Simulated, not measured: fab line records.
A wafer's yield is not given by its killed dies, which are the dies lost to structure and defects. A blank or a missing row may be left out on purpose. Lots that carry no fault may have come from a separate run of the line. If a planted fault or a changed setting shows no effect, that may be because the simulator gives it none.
Comparing a struck lot with a sound one    flow nandHarc    14 steps out of a route of 1302
Sound: the wafers L384.1, L384.2, L384.4. Struck: wafers L390.2, L390.4, L390.5. Last of all comes the cause.
At each step with rows: each side's tool, then ch and its chambers, then its first start. Under that, the readings that differ: sound wafers    struck wafers    difference of the means    sigmas: that difference in standard deviations of wafers without a fault.
alike: readings with means less than 2 such deviations apart, plus words and numbers identical on both sides. not compared: withheld readings, readings lacking a value on some wafer, bounds such as >300 that could conceal the same value, and numbers that have no deviation in the record and whose values overlap.
The two part at a step that has a row with sigmas, a row that says differs or no value, or rows on one side only. Non-overlapping numbers with no deviation appear without sigmas and do not part them. A reading missing from all wafers of one side parts the sides only when that side holds two or more wafers.

first, 5 steps without rows for these wafers: NHARC_A_CONTACT_SOFTBAKE_03 (time 55 s); NHARC_A_CONTACT_EBR_04; NHARC_A_CONTACT_EXPOSE_05 (exposes mask A CC); NHARC_A_CONTACT_PEB_06 (peb time 65 s); NHARC_A_CONTACT_DEVELOP_07 (develop time 35 s).
NHARC_A_CONTACT_CD_MEAS_08: target cd 200 nm.
  sound on cdSem-03 ch 0, day 26 06:10; struck on cdSem-02 ch 0, day 27 22:15
  alike: cdNm
NHARC_A_CONTACT_OVL_MEAS_09:
  sound: overlay-02 at day 26 06:15; struck: overlay-02 at day 27 22:20
  alike: overlayXNm, overlayYNm
NHARC_A_CONTACT_INSPECT_10:
  sound: defectInspect-01 at day 26 06:17; struck: defectInspect-02 at day 27 22:22
  alike: rawDefectCount
NHARC_A_CONTACT_DESCUM_13: chemistry O2, time 3 s.
  sound on rieDiel-10 ch 1,2,3, day 26 06:21; struck on rieDiel-10 ch 0,2, day 27 22:26
  alike: drypumpMotorCurrentA, oesProductAu, rfVppV, showerheadPlenumPTorr, throttleValvePct
  not compared: rfHoursCounterH
NHARC_A_CONTACT_ETCH_88: etches the open film in CF4, target depth 39 nm, time 65 s.
  sound on rieDiel-10 ch 0,2,3, day 26 06:26; struck on rieDiel-10 ch 0,1,2, day 27 22:31
  alike: drypumpMotorCurrentA, oesProductAu, rfVppV, runLengthS, showerheadPlenumPTorr, throttleValvePct
  not compared: rfHoursCounterH
NHARC_A_CONTACT_ETCH_89: etches the open film in N2/H2, target depth 260 nm, time 475.3 s.
  sound on rieDiel-10 ch 0,2,3; struck on rieDiel-10 ch 0,2,3
  alike: drypumpMotorCurrentA, oesProductAu, rfVppV, runLengthS, showerheadPlenumPTorr, throttleValvePct
  not compared: rfHoursCounterH
NHARC_A_CONTACT_ETCH_30: etches the open film in CF4/CHF3, target depth 72.6 nm, time 36.3 s.
  sound on rieDiel-10 ch 0,1,2; struck on rieDiel-10 ch 0,2
  alike: drypumpMotorCurrentA, oesProductAu, rfVppV, runLengthS, showerheadPlenumPTorr, throttleValvePct
  not compared: rfHoursCounterH
NHARC_A_CONTACT_ETCH_31: etches the open film in O2/COS, target depth 2800 nm, time 728 s.
  sound on rieDiel-10 ch 0,1,3, day 26 07:00; struck on rieDiel-10 ch 0,2,3, day 27 23:06
reading         sound              struck             difference  sigmas
runLengthS (s)  748.8 749.3 749.1  560.3 561.1 560.0  -188.6      -99 or more
  alike: drypumpMotorCurrentA, oesProductAu, rfVppV, showerheadPlenumPTorr, throttleValvePct
  not compared: rfHoursCounterH
NHARC_A_CONTACT_ETCH_134: etches the open film in C4F8/O2/Ar, time 140 s, target depth 700 nm.
  sound on harCapEtch-03 ch 0,1, day 26 07:29; struck on harCapEtch-02 ch 0,1, day 27 23:40
  alike: runLengthS
  not compared: rfHoursCounterH

WHERE THEY PART
NHARC_A_CONTACT_ETCH_31 only, going by this record. Later steps at which nothing parts them and some readings are alike: NHARC_A_CONTACT_ETCH_134.

WHY: the cause the simulator had injected
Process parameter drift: rieDiel-10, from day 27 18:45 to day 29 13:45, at NHARC_A_CONTACT_ETCH_31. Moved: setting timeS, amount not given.
